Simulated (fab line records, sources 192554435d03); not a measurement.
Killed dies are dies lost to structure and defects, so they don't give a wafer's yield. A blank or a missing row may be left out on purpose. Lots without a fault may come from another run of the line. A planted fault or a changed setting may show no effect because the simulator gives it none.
Chamber matching | flow n5_finfet | N5_BEOL_M11_STRIP_19 on rie_diel-03: 4 sister chambers
The step strips in O2. 4 wafers are shown with their chamber, then 10 later ones without.

WAFERS WITH THEIR CHAMBER
wafer  | chamber | showerhead_plenum_p_Torr (Torr)
L090.3 | 0       | 2.19
L090.6 | 2       | 2.15
L093.1 | 1       | 2.08
L093.2 | 3       | 2.07

WAFERS WITHOUT THEIR CHAMBER
wafer  | showerhead_plenum_p_Torr (Torr)
L093.6 | 2.19
L089.3 | 2.06
L089.4 | 2.19
L089.5 | 2.08
L091.2 | 2.08
L091.4 | 2.08
L091.5 | 2.19
L096.1 | 2.06
L096.2 | 2.08
L096.5 | 2.15

WHICH CHAMBER EACH WENT THROUGH
wafer  | from the rows above | in truth
L093.6 | 0                   | 0
L089.3 | 3                   | 3
L089.4 | 0                   | 0
L089.5 | 1                   | 1
L091.2 | 1                   | 1
L091.4 | 1                   | 1
L091.5 | 0                   | 0
L096.1 | 3                   | 3
L096.2 | 1                   | 1
L096.5 | 2                   | 2
Placed correctly: 10 of 10. Can't be placed from these rows: 0. Placed wrongly: 0.
How it was worked out, from the rows above alone: a wafer's distance from a chamber is the root of the sum, over the readings, of the square of ((its reading less the chamber's mean) divided by the reading's scatter). The wafer belongs to the nearest chamber; if the next one is less than 2 further off, it can't be placed. A chamber's mean is the mean of its shown wafers. The scatter: with one shown wafer a chamber, the root of the mean of the squares of how far each hidden wafer lies from its nearest shown one.
